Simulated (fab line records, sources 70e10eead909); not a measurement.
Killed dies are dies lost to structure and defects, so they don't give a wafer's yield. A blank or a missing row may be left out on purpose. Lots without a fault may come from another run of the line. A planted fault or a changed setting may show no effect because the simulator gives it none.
Chamber matching | flow nand_harc | NHARC_A_STAIRCASE_CMP_450 on cmp-01: 4 sister chambers
The step polishes SiO2, target thk 200 nm. 20 wafers are shown with their chamber, then 10 later ones without.

WAFERS WITH THEIR CHAMBER
wafer  | chamber | motor_current_A (A) | slurry_flow_ml_min
L074.1 | 1       | 11.6                | 150.0
L074.2 | 2       | 10.3                | 149.7
L074.5 | 3       | 11.1                | 150.0
L076.1 | 0       | 9.8                 | 150.4
L076.2 | 3       | 11.3                | 150.6
L076.3 | 2       | 10.7                | 149.3
L077.2 | 0       | 9.3                 | 150.3
L077.3 | 3       | 11.1                | 150.4
L077.6 | 2       | 10.9                | 149.9
L080.3 | 3       | 10.9                | 150.7
L080.5 | 2       | 10.5                | 150.0
L080.6 | 3       | 11.2                | 150.6
L084.1 | 3       | 10.3                | 150.8
L084.3 | 0       | 10.1                | 150.6
L084.6 | 1       | 12.0                | 149.7
L088.1 | 2       | 10.6                | 149.2
L088.4 | 1       | 12.2                | 150.6
L088.5 | 2       | 10.7                | 150.4
L089.3 | 0       | 9.4                 | 150.2
L089.5 | 3       | 11.5                | 149.9

SIGNATURES (means of the wafers above)
reading            | chamber 0 | chamber 1 | chamber 2 | chamber 3 | scatter within a chamber
motor_current_A    | 9.650     | 11.933    | 10.617    | 11.057    | 0.324
slurry_flow_ml_min | 150.375   | 150.100   | 149.750   | 150.429   | 0.376
Rule: a wafer's distance from a chamber is the root of the sum, over the readings, of the square of ((its reading less the chamber's mean) divided by the reading's scatter). The wafer belongs to the nearest chamber; if the next one is less than 2 further off, it can't be placed. The scatter: the root of (the sum of the squares of (reading less its chamber's mean) over the shown wafers, divided by (wafers less chambers)).

WAFERS WITHOUT THEIR CHAMBER
wafer  | motor_current_A (A) | slurry_flow_ml_min
L089.6 | 11.0                | 150.4
L095.1 | 10.0                | 149.8
L095.3 | 11.8                | 150.1
L095.4 | 10.8                | 149.9
L096.1 | 10.5                | 150.4
L096.4 | 12.2                | 149.8
L096.6 | 10.6                | 150.5
L097.1 | 10.8                | 150.1
L097.2 | 10.9                | 150.3
L097.5 | 10.8                | 151.1

WHICH CHAMBER EACH WENT THROUGH
wafer  | from the rows above          | in truth
L089.6 | can't be placed: 3 or 2      | 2
L095.1 | can't be placed: 0 or 2 or 3 | 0
L095.3 | 1                            | 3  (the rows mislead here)
L095.4 | can't be placed: 2 or 3      | 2
L096.1 | can't be placed: 3 or 2 or 0 | 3
L096.4 | 1                            | 1
L096.6 | can't be placed: 3 or 2 or 0 | 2
L097.1 | can't be placed: 2 or 3      | 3
L097.2 | can't be placed: 3 or 2      | 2
L097.5 | can't be placed: 3 or 2      | 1
Placed correctly: 1 of 10. Can't be placed from these rows: 8 (the true chamber is among the candidates in 7). Placed wrongly: 1.
